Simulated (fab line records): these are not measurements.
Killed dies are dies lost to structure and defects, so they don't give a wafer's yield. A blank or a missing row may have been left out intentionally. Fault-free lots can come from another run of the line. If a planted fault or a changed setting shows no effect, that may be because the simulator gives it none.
fab line records ; flow nand-harc ; part 1 of 2: steps 1 to 4 of 6
record lots=20; wafers=60; last-day=34
route steps=1302 shown A_CHANNEL_HOLE_D2@588 A_STAIRCASE@650
lots untouched by any fault: they come from a run of this same line in which no faults occurred
start-h: hours from the record's opening day to when the first of the lot's shown wafers began ; wait-h: how many hours have passed since the lot's step before this one ; " the same as in the row above ; L1.1+2: one row covering several wafers at once ; - no value, or no start given ; * or withheld: withheld ; < > ~ a bound
route shown NAME@n: a module of which the file shows steps, and the number in the route of the first ; usual: the fault-free wafers' mean and standard deviation ; same: alike in all rows ; chamber/n: place in a boat ; sites: per-site readings ; _std_site: how widely they spread, as a standard deviation ; _edge_site: inner sites' mean taken away from outer sites' mean ; radius-mm: how far each site lies from the wafer's centre ; mask NAME#n: copy n ; behind: the last tool/chamber to shape the wafer ; hold: the reason the lot was held/the length of the hold in hours/how it ended ; device: the transistor (n, p or np) that didn't switch ; end of line: at the end of the route, the tests of the same wafers ; a step with no rows: only its recipe ; killed: not the wafer's yield, but the dies lost to structure and defects at the first sort ; map: per-die view of a wafer (x killed, . not killed, _ where there is no die)
set.NAME: setting as actually run; set.NAME@STEP: the setting as run at that earlier step ; model.NAME: the simulator's own value behind a step, which no gauge read
steps of the route over a sample of lots; a table a step, a row a wafer
services: the hour from which a tool's chamber was out of use, counted from the record's first day as start-h (under 0 if before that day), plus the number of hours and why
## steps
# step NHARC_A_CHANNEL_HOLE_D2_ETCH_34
# recipe target-depth-a=1540; time-s=77; cf4-flow-sccm=100; chf3-flow-sccm=30; ar-flow-sccm=0; rf-w=500; bias-w=200; chemistry=CF4/CHF3
# usual chf3-flow-sccm=30.01/0.089; drypump-motor-current-A=5.9/0.43; oes-product-au=0.955/0.02; rf-vpp-V=371.5/2; showerhead-plenum-p-Torr=1.60/0.054; throttle-valve-pct=16.803/0.0093
lot.wafer;tool;chamber;start-h;wait-h;chf3-flow-sccm;drypump-motor-current-A;oes-product-au;rf-hours-counter-h;rf-vpp-V;showerhead-plenum-p-Torr;throttle-valve-pct
L074.2;rie-diel-13;1;-;-;30.04;6.1;0.952;5.5;370.3;1.57;16.785
L074.3;rie-diel-13;3;-;-;29.90;5.4;0.943;5.5;372.9;1.62;16.822
L074.5;rie-diel-13;1;-;-;30.17;6.1;0.951;-;371.0;1.57;16.809
L076.4;rie-diel-01;0;-;-;30.09;6.2;0.918;5.0;374.3;1.68;16.797
L076.6;rie-diel-01;1;-;-;29.81;6.0;0.921;-;370.6;1.63;16.805
L076.5;rie-diel-01;2;-;-;29.98;4.9;0.927;-;369.6;1.56;16.820
L078.3;rie-diel-13;0;-;-;29.96;5.4;0.924;7.0;367.8;1.49;16.805
L078.1;rie-diel-13;1;-;-;29.91;6.1;0.931;8.2;370.7;1.57;16.799
L078.5;rie-diel-13;3;-;-;29.90;5.5;0.920;-;371.6;1.62;16.799
L079.1;rie-diel-01;3;-;-;30.06;5.7;0.929;6.2;369.9;1.56;16.799
L079.3;rie-diel-01;1;-;-;30.17;6.0;0.923;6.3;369.8;1.63;16.815
L079.5;rie-diel-01;0;-;-;29.99;6.2;0.914;-;373.7;1.68;16.807
L080.2;rie-diel-01;2;-;-;30.19;4.9;0.997;9.4;370.7;1.56;16.794
L080.5;rie-diel-01;3;-;-;29.96;5.7;0.970;-;369.6;1.56;16.796
L080.6;rie-diel-01;0;-;-;30.04;6.2;0.967;-;374.7;1.68;16.808
L081.4;rie-diel-05;0;-;-;29.99;5.8;0.973;7.7;371.2;1.60;16.801
L081.1;rie-diel-05;1;-;-;30.07;6.5;0.971;7.3;371.9;1.60;16.803
L081.6;rie-diel-05;1;-;-;30.09;6.5;0.968;-;371.5;1.60;16.803
L082.2;rie-diel-13;2;-;-;30.01;6.2;0.954;0.6;370.6;1.64;16.788
L082.1;rie-diel-13;3;-;-;30.07;5.5;0.984;0.6;371.9;1.62;16.788
L082.5;rie-diel-13;2;-;-;30.12;6.2;0.964;-;372.1;1.64;16.808
L084.2;rie-diel-05;2;-;-;30.08;6.6;0.949;9.0;369.6;1.58;16.802
L084.4;rie-diel-05;1;-;-;29.89;6.5;0.925;8.6;370.5;1.60;16.820
L084.6;rie-diel-05;2;-;-;30.21;6.6;0.938;-;371.0;1.58;16.800
L083.3;rie-diel-13;1;-;-;29.95;6.1;0.963;1.9;370.9;1.57;16.811
L083.4;rie-diel-13;2;-;-;29.98;6.2;0.972;1.8;373.5;1.64;16.789
L083.6;rie-diel-13;0;-;-;30.14;5.4;0.972;-;366.6;1.49;16.799
L086.3;rie-diel-13;2;-;-;29.90;6.2;0.962;2.7;373.3;1.64;16.801
L086.1;rie-diel-13;1;-;-;29.95;6.1;0.967;2.6;371.2;1.57;16.796
L086.5;rie-diel-13;3;-;-;30.05;5.5;0.960;-;372.9;1.61;16.794
L085.3;rie-diel-01;0;-;-;30.09;6.2;0.978;1.4;374.8;1.68;16.809
L085.4;rie-diel-01;3;-;-;30.08;5.7;0.970;0.9;369.6;1.55;16.785
L085.6;rie-diel-01;0;-;-;30.09;6.2;0.963;-;373.5;1.68;16.803
L087.2;rie-diel-01;1;-;-;29.96;5.9;0.921;2.7;372.7;1.63;16.801
L087.1;rie-diel-01;2;-;-;30.05;4.9;0.923;2.1;369.5;1.56;16.798
L087.5;rie-diel-01;1;-;-;29.83;5.9;0.933;-;371.5;1.62;16.812
L089.1;rie-diel-13;2;-;-;29.99;6.2;0.932;3.8;373.5;1.64;16.821
L089.4;rie-diel-13;3;-;-;30.02;5.5;0.958;3.3;372.0;1.61;16.797
L089.3;rie-diel-13;0;-;-;29.99;5.4;0.967;3.6;366.6;1.49;16.805
L088.4;rie-diel-05;1;-;-;29.99;6.5;0.959;1.1;371.8;1.60;16.800
L088.2;rie-diel-05;2;-;-;29.89;6.6;0.985;0.9;372.3;1.58;16.794
L088.6;rie-diel-05;0;-;-;29.94;5.8;0.959;-;372.3;1.60;16.804
L090.3;rie-diel-13;3;-;-;30.05;5.5;0.958;4.8;372.9;1.61;16.808
L090.1;rie-diel-13;0;-;-;30.04;5.4;0.971;5.3;368.8;1.49;16.807
L090.6;rie-diel-13;2;-;-;29.92;6.2;0.947;-;372.2;1.64;16.799
L093.1;rie-diel-13;3;-;-;30.03;5.5;0.945;5.9;371.2;1.61;16.791
L093.3;rie-diel-13;0;-;-;30.09;5.4;0.977;6.6;367.9;1.49;16.812
L093.5;rie-diel-13;2;-;-;30.02;6.2;0.933;-;372.5;1.64;16.798
L092.4;rie-diel-01;1;-;-;30.13;6.0;0.985;8.2;373.7;1.62;16.795
L092.3;rie-diel-01;2;-;-;30.02;4.9;0.981;6.0;369.5;1.56;16.804
L092.6;rie-diel-01;0;-;-;29.92;6.2;0.963;-;373.3;1.68;16.798
L095.1;rie-diel-13;3;-;-;30.02;5.4;0.982;6.5;371.7;1.61;16.808
L095.3;rie-diel-13;0;-;-;30.05;5.4;0.958;7.3;369.2;1.49;16.806
L095.2;rie-diel-13;1;-;-;29.83;6.1;0.965;8.2;370.7;1.57;16.791
L094.2;rie-diel-13;2;-;-;29.87;6.2;0.925;8.6;372.7;1.64;16.799
L094.5;rie-diel-13;0;-;-;29.98;5.4;0.926;-;367.0;1.49;16.812
L094.6;rie-diel-13;1;-;-;29.94;6.1;0.917;-;371.5;1.57;16.805
L097.3;rie-diel-05;1;-;-;30.18;6.5;0.976;4.9;371.7;1.59;16.796
L097.2;rie-diel-05;2;-;-;29.94;6.6;0.977;5.4;370.7;1.58;16.805
L097.6;rie-diel-05;0;-;-;29.99;5.8;0.965;-;372.9;1.60;16.809
# step NHARC_A_CHANNEL_HOLE_D2_ETCH_23
# recipe bias-v=5000; source-w=withheld; pressure-mtorr=20; time-s=819; ar-flow-sccm=375; c4f8-flow-sccm=89.3; o2-flow-sccm=35.7; temp-c=-20; target-depth-a=16000; chemistry=C4F8/O2/Ar
# usual drypump-motor-current-A=5.85/0.12; oes-air-line-au=0.992/0.021; showerhead-plenum-p-Torr=3.69/0.16; throttle-valve-pct=32.156/0.0087
lot.wafer;tool;chamber;start-h;wait-h;drypump-motor-current-A;oes-air-line-au;rf-hours-counter-h;showerhead-plenum-p-Torr;throttle-valve-pct
L074.2;har-etch-02;0;290.41;0.5;5.89;0.985;369;3.40;32.154
L074.3;har-etch-02;0;290.41;0.5;5.89;0.999;-;3.40;32.158
L074.5;har-etch-02;0;290.41;0.5;5.90;0.970;-;3.40;32.141
L076.4;har-etch-01;0;316.05;0.5;5.82;1.006;-;3.69;32.169
L076.6;har-etch-01;1;316.05;0.5;5.94;0.990;-;3.58;32.172
L076.5;har-etch-01;0;316.05;0.5;5.84;0.994;-;3.69;32.155
L078.1;har-etch-01;1;335.53;0.5;5.96;0.980;172;3.57;32.149
L078.3;har-etch-01;0;335.53;0.5;5.83;0.967;-;3.69;32.164
L078.5;har-etch-01;1;335.53;0.5;5.98;0.952;-;3.57;32.154
L079.1;har-etch-01;0;339.70;0.5;5.84;0.983;176;3.69;32.157
L079.3;har-etch-01;1;339.70;0.5;6.00;0.991;-;3.57;32.152
L079.5;har-etch-01;0;339.70;0.5;5.84;1.017;-;3.69;32.151
L080.2;har-etch-01;1;359.42;0.5;5.92;0.983;195;3.56;32.135
L080.5;har-etch-01;1;359.42;0.5;5.93;0.932;-;3.56;32.167
L080.6;har-etch-01;0;359.42;0.5;5.83;1.011;-;3.68;32.164
L081.1;har-etch-02;1;362.71;0.5;5.64;0.991;400;3.90;32.155
L081.4;har-etch-02;1;362.71;0.5;5.63;1.019;-;3.90;32.162
L081.6;har-etch-02;0;362.71;0.5;5.93;0.988;-;3.93;32.160
L082.1;har-etch-01;0;375.21;0.5;5.84;0.997;203;3.67;32.160
L082.2;har-etch-01;1;375.21;0.5;6.00;0.991;203;3.56;32.168
L082.5;har-etch-01;0;375.21;0.5;5.83;1.012;-;3.67;32.140
L084.2;har-etch-01;1;395.79;0.5;5.97;1.023;211;3.55;32.162
L084.4;har-etch-01;0;395.79;0.5;5.85;1.001;-;3.67;32.148
L084.6;har-etch-01;0;395.79;0.5;5.84;1.008;-;3.67;32.167
L083.4;har-etch-01;1;400.23;0.5;5.93;1.005;-;3.55;32.165
L083.3;har-etch-01;0;400.23;0.5;5.83;0.986;-;3.67;32.159
L083.6;har-etch-01;0;400.23;0.5;5.84;1.009;-;3.67;32.163
L086.1;har-etch-01;0;409.28;0.5;5.85;0.975;222;3.66;32.150
L086.3;har-etch-01;1;409.28;0.5;5.95;1.016;-;3.55;32.163
L086.5;har-etch-01;0;409.28;0.5;5.85;0.979;-;3.66;32.154
L085.3;har-etch-02;1;410.40;0.5;5.63;0.999;-;3.89;32.154
L085.4;har-etch-02;0;410.40;0.5;5.89;0.975;-;3.92;32.168
L085.6;har-etch-02;1;410.40;0.5;5.63;1.012;-;3.89;32.150
L087.2;har-etch-02;1;418.48;0.5;5.65;1.006;17;3.89;32.168
L087.1;har-etch-02;0;418.48;0.5;5.92;1.014;17;3.91;32.139
L087.5;har-etch-02;1;418.48;0.5;5.62;0.983;-;3.89;32.156
L089.1;har-etch-02;0;438.00;0.5;5.91;0.962;28;3.91;32.169
L089.3;har-etch-02;1;438.00;0.5;5.64;0.990;-;3.88;32.152
L089.4;har-etch-02;0;438.00;0.5;5.94;0.965;-;3.91;32.139
L088.2;har-etch-01;0;438.49;0.5;5.83;0.952;245;3.65;32.146
L088.4;har-etch-01;0;438.49;0.5;5.82;0.957;-;3.65;32.163
L088.6;har-etch-01;1;438.49;0.5;5.97;0.983;-;3.53;32.145
L090.1;har-etch-02;0;458.53;0.5;5.92;0.981;39;3.90;32.170
L090.3;har-etch-02;0;458.53;0.5;5.87;1.002;-;3.90;32.148
L090.6;har-etch-02;1;458.53;0.5;5.63;0.988;-;3.87;32.156
L093.1;har-etch-02;1;481.74;0.5;5.63;0.997;51;3.87;32.164
L093.3;har-etch-02;1;481.74;0.5;5.62;1.003;-;3.87;32.155
L093.5;har-etch-02;0;481.74;0.5;5.91;0.995;-;3.90;32.148
L092.4;har-etch-01;0;482.14;0.5;5.83;0.971;-;3.64;32.157
L092.3;har-etch-01;1;482.14;0.5;5.94;0.993;-;3.52;32.160
L092.6;har-etch-01;0;482.14;0.5;5.84;0.981;-;3.64;32.151
L095.2;har-etch-01;0;495.19;0.5;5.81;1.023;276;3.63;32.165
L095.1;har-etch-01;1;495.19;0.5;5.96;0.998;276;3.52;32.161
L095.3;har-etch-01;1;495.19;0.5;5.99;1.017;-;3.52;32.157
L094.2;har-etch-01;0;518.40;0.5;5.83;0.987;284;3.63;32.154
L094.5;har-etch-01;0;518.40;0.5;5.84;0.989;-;3.63;32.169
L094.6;har-etch-01;1;518.40;0.5;5.94;1.009;-;3.51;32.170
L097.2;har-etch-02;1;533.13;0.5;5.64;0.996;81;3.85;32.159
L097.3;har-etch-02;0;533.13;0.5;5.85;1.003;-;3.88;32.143
L097.6;har-etch-02;1;533.13;0.5;5.62;0.999;-;3.85;32.145
# step NHARC_A_STAIRCASE_DESCUM_168
# recipe time-s=3; o2-flow-sccm=200; ar-flow-sccm=0; bias-power-w=0; chemistry=O2
# usual drypump-motor-current-A=5.65/0.29; oes-product-au=1.003/0.0083; rf-vpp-V=57.7/0.9; showerhead-plenum-p-Torr=1.91/0.092; throttle-valve-pct=11.310/0.009
lot.wafer;tool;chamber;start-h;wait-h;drypump-motor-current-A;oes-product-au;rf-hours-counter-h;rf-vpp-V;showerhead-plenum-p-Torr;throttle-valve-pct
L074.3;rie-diel-11;3;343.81;-;5.70;1.011;24;58.3;2.00;11.302
L074.2;rie-diel-11;2;343.81;-;5.80;1.008;21;56.3;1.77;11.308
L074.5;rie-diel-11;3;343.81;-;5.71;1.020;-;57.2;2.00;11.320
L076.4;rie-diel-02;2;368.26;-;6.00;1.003;46;58.0;1.86;11.310
L076.5;rie-diel-02;3;368.26;-;5.25;0.999;-;57.8;1.96;11.312
L076.6;rie-diel-02;0;368.26;-;5.61;0.998;-;58.0;1.79;11.311
L078.1;rie-diel-02;2;389.83;-;6.02;1.009;54;56.9;1.85;11.325
L078.3;rie-diel-02;3;389.83;-;5.25;0.997;59;57.2;1.96;11.320
L078.5;rie-diel-02;2;389.83;-;6.01;1.012;-;58.5;1.85;11.303
L079.1;rie-diel-04;1;395.67;-;5.70;0.989;8;57.8;1.97;11.312
L079.3;rie-diel-04;3;395.67;-;4.98;0.992;9;57.9;1.88;11.316
L079.5;rie-diel-04;2;395.67;-;5.96;0.988;-;57.4;1.96;11.316
L080.2;rie-diel-02;3;414.02;-;5.22;0.981;5;57.8;1.95;11.309
L080.5;rie-diel-02;0;414.02;-;5.63;0.993;-;56.3;1.79;11.313
L080.6;rie-diel-02;1;414.02;-;5.77;0.996;-;58.2;2.04;11.285
L081.4;rie-diel-11;3;414.17;-;5.72;1.016;52;58.3;1.99;11.286
L081.1;rie-diel-11;1;414.17;-;5.75;1.003;45;56.9;1.85;11.315
L081.6;rie-diel-11;3;414.17;-;5.72;1.010;-;56.8;1.99;11.299
L082.1;rie-diel-02;2;429.02;-;6.02;1.003;9;57.6;1.85;11.306
L082.2;rie-diel-02;0;429.02;-;5.60;1.006;6;56.7;1.79;11.311
L082.5;rie-diel-02;2;429.02;-;6.00;0.993;-;57.7;1.85;11.305
L084.4;rie-diel-04;3;449.55;-;4.99;1.005;26;56.3;1.87;11.286
L084.2;rie-diel-04;0;449.55;-;5.67;1.007;27;57.9;1.98;11.304
L084.6;rie-diel-04;3;449.55;-;4.98;1.003;-;57.6;1.87;11.324
L083.4;rie-diel-11;3;453.56;-;5.72;1.008;4;57.7;1.98;11.325
L083.3;rie-diel-11;2;453.56;-;5.81;0.989;2;59.2;2.08;11.312
L083.6;rie-diel-11;0;453.56;-;5.31;0.992;-;56.9;1.78;11.315
L085.4;rie-diel-04;2;464.25;-;5.95;1.002;31;57.7;1.95;11.311
L085.3;rie-diel-04;1;464.25;-;5.71;0.987;32;58.7;1.96;11.304
L085.6;rie-diel-04;3;464.25;-;4.96;0.995;-;58.1;1.87;11.302
L086.1;rie-diel-02;3;467.83;-;5.21;0.999;21;58.7;1.95;11.307
L086.3;rie-diel-02;0;467.83;-;5.64;1.020;21;56.3;1.78;11.326
L086.5;rie-diel-02;1;467.83;-;5.76;1.011;-;59.2;2.03;11.310
L087.1;rie-diel-02;1;474.62;-;5.77;0.998;29;59.2;2.03;11.301
L087.2;rie-diel-02;2;474.62;-;6.00;1.011;29;57.8;1.85;11.310
L087.5;rie-diel-02;1;474.62;-;5.77;1.004;-;58.8;2.03;11.328
L088.2;rie-diel-02;2;491.86;-;6.02;0.993;33;57.9;1.84;11.327
L088.4;rie-diel-02;3;491.86;-;5.22;1.003;28;58.1;1.95;11.316
L088.6;rie-diel-02;2;491.86;-;6.01;0.984;-;56.0;1.84;11.318
L089.4;rie-diel-04;2;492.01;-;5.93;1.003;43;57.8;1.95;11.308
L089.1;rie-diel-04;3;492.01;-;4.99;0.999;41;59.2;1.87;11.309
L089.3;rie-diel-04;0;492.01;-;5.64;0.996;41;58.4;1.98;11.314
L090.1;rie-diel-02;1;510.24;-;5.80;1.004;36;59.2;2.03;11.299
L090.3;rie-diel-02;2;510.24;-;6.00;1.005;38;59.0;1.84;11.319
L090.6;rie-diel-02;0;510.24;-;5.64;1.012;-;55.9;1.78;11.317
L093.1;rie-diel-02;1;536.47;-;5.78;0.995;44;58.3;2.03;11.314
L093.3;rie-diel-02;0;536.47;-;5.67;1.010;38;56.0;1.78;11.290
L093.5;rie-diel-02;0;536.47;-;5.66;1.006;-;56.1;1.78;11.315
L092.3;rie-diel-02;2;536.66;-;6.01;1.011;48;57.7;1.84;11.313
L092.6;rie-diel-02;0;536.66;-;5.60;1.008;-;56.6;1.78;11.306
L092.4;rie-diel-02;2;536.66;-;6.01;1.005;-;58.1;1.84;11.307
L095.2;rie-diel-11;1;550.56;-;5.77;1.017;36;57.9;1.83;11.332
L095.1;rie-diel-11;2;550.56;-;5.81;1.005;32;57.6;2.07;11.315
L095.3;rie-diel-11;0;550.56;-;5.35;1.015;43;56.5;1.77;11.319
L094.2;rie-diel-04;2;571.51;-;5.97;0.994;10;58.7;1.94;11.313
L094.6;rie-diel-04;0;571.51;-;5.58;1.004;-;58.1;1.97;11.317
L094.5;rie-diel-04;1;571.51;-;5.70;0.996;-;57.4;1.95;11.314
L097.3;rie-diel-02;1;587.23;-;5.75;0.997;1;59.2;2.02;11.300
L097.2;rie-diel-02;0;587.23;-;5.60;0.997;1;57.4;1.77;11.308
L097.6;rie-diel-02;0;587.23;-;5.64;0.988;-;57.7;1.77;11.307
# step NHARC_A_STAIRCASE_ETCH_170
# recipe target-depth-a=2000; time-s=66.667; ion-energy-ev=250; c4f6-flow-sccm=25; o2-flow-sccm=20; ar-flow-sccm=500; rf-w=600; bias-w=500; chemistry=C4F6/O2
# usual drypump-motor-current-A=5.65/0.29; oes-product-au=0.976/0.011; rf-vpp-V=547/3.6; showerhead-plenum-p-Torr=3.92/0.17; throttle-valve-pct=26.904/0.0098
lot.wafer;tool;chamber;start-h;wait-h;drypump-motor-current-A;oes-product-au;rf-hours-counter-h;rf-vpp-V;showerhead-plenum-p-Torr;throttle-valve-pct
L074.3;rie-diel-11;0;-;-;5.38;0.983;21;542;3.70;26.915
L074.2;rie-diel-11;1;-;-;5.77;1.003;22;545;3.81;26.899
L074.5;rie-diel-11;2;-;-;5.81;1.012;-;543;3.66;26.903
L076.4;rie-diel-02;1;-;-;5.76;1.001;43;551;4.17;26.896
L076.6;rie-diel-02;3;-;-;5.24;0.969;-;548;4.01;26.913
L076.5;rie-diel-02;0;-;-;5.66;0.976;-;543;3.70;26.906
L078.3;rie-diel-02;1;-;-;5.79;0.982;52;551;4.17;26.909
L078.1;rie-diel-02;0;-;-;5.64;0.984;60;544;3.69;26.916
L078.5;rie-diel-02;1;-;-;5.79;0.985;-;552;4.17;26.892
L079.3;rie-diel-04;3;-;-;4.97;0.978;9;546;3.86;26.901
L079.1;rie-diel-04;1;-;-;5.72;0.977;9;550;4.03;26.919
L079.5;rie-diel-04;3;-;-;5.00;0.970;-;546;3.86;26.909
L080.2;rie-diel-02;0;-;-;5.66;0.976;3;541;3.69;26.878
L080.5;rie-diel-02;1;-;-;5.79;0.956;-;551;4.16;26.918
L080.6;rie-diel-02;2;-;-;6.02;0.971;-;546;3.81;26.900
L081.4;rie-diel-11;2;-;-;5.81;0.954;52;541;3.64;26.896
L081.1;rie-diel-11;3;-;-;5.72;0.956;52;548;4.06;26.900
L081.6;rie-diel-11;0;-;-;5.31;0.967;-;542;3.69;26.894
L082.2;rie-diel-02;1;-;-;5.79;0.952;7;552;4.16;26.897
L082.1;rie-diel-02;3;-;-;5.24;0.969;8;548;4.00;26.909
L082.5;rie-diel-02;0;-;-;5.64;0.963;-;540;3.69;26.896
L084.2;rie-diel-04;3;-;-;4.97;0.988;26;546;3.85;26.901
L084.4;rie-diel-04;1;-;-;5.71;0.983;28;549;4.02;26.906
L084.6;rie-diel-04;3;-;-;4.99;0.976;-;545;3.85;26.890
L083.4;rie-diel-11;0;-;-;5.33;0.974;4;540;3.68;26.909
L083.3;rie-diel-11;2;-;-;5.82;0.994;2;553;4.23;26.903
L083.6;rie-diel-11;1;-;-;5.76;0.978;-;545;3.79;26.908
L085.3;rie-diel-04;0;-;-;5.62;0.980;32;547;4.04;26.896
L085.4;rie-diel-04;1;-;-;5.73;0.985;33;550;4.02;26.905
L085.6;rie-diel-04;0;-;-;5.63;0.984;-;550;4.04;26.914
L086.1;rie-diel-02;3;-;-;5.24;0.970;21;548;3.99;26.916
L086.3;rie-diel-02;2;-;-;6.02;0.962;27;545;3.80;26.897
L086.5;rie-diel-02;3;-;-;5.26;0.963;-;549;3.99;26.903
L087.1;rie-diel-02;3;-;-;5.24;0.980;24;549;3.99;26.903
L087.2;rie-diel-02;0;-;-;5.64;0.984;24;541;3.68;26.892
L087.5;rie-diel-02;2;-;-;6.04;0.963;-;545;3.80;26.889
L088.4;rie-diel-02;2;-;-;6.04;0.978;33;545;3.79;26.911
L088.2;rie-diel-02;3;-;-;5.25;0.987;28;549;3.99;26.901
L088.6;rie-diel-02;2;-;-;6.03;0.966;-;544;3.79;26.904
L089.1;rie-diel-04;3;-;-;4.98;0.981;41;546;3.84;26.914
L089.4;rie-diel-04;0;-;-;5.62;0.990;42;550;4.04;26.878
L089.3;rie-diel-04;1;-;-;5.72;0.975;43;549;4.01;26.909
L090.1;rie-diel-02;1;-;-;5.78;0.976;36;552;4.14;26.917
L090.3;rie-diel-02;3;-;-;5.26;0.964;34;548;3.98;26.894
L090.6;rie-diel-02;1;-;-;5.79;0.976;-;550;4.14;26.910
L093.3;rie-diel-02;0;-;-;5.65;0.993;38;543;3.67;26.913
L093.1;rie-diel-02;1;-;-;5.74;0.983;44;551;4.14;26.898
L093.5;rie-diel-02;1;-;-;5.75;0.981;-;551;4.14;26.899
L092.3;rie-diel-02;2;-;-;6.01;0.965;48;545;3.78;26.898
L092.4;rie-diel-02;2;-;-;6.01;0.960;-;544;3.78;26.914
L092.6;rie-diel-02;0;-;-;5.63;0.965;-;542;3.67;26.891
L095.3;rie-diel-11;2;-;-;5.82;0.970;32;551;4.21;26.906
L095.1;rie-diel-11;3;-;-;5.73;0.986;39;548;4.03;26.929
L095.2;rie-diel-11;0;-;-;5.33;0.983;43;540;3.66;26.898
L094.2;rie-diel-04;0;-;-;5.59;0.983;10;548;4.02;26.923
L094.5;rie-diel-04;0;-;-;5.60;0.972;-;548;4.02;26.912
L094.6;rie-diel-04;1;-;-;5.73;0.966;-;548;4.00;26.899
L097.3;rie-diel-02;1;-;-;5.79;0.978;1;550;4.13;26.898
L097.2;rie-diel-02;3;-;-;5.23;0.980;1;547;3.97;26.887
L097.6;rie-diel-02;3;-;-;5.21;0.968;-;547;3.97;26.911
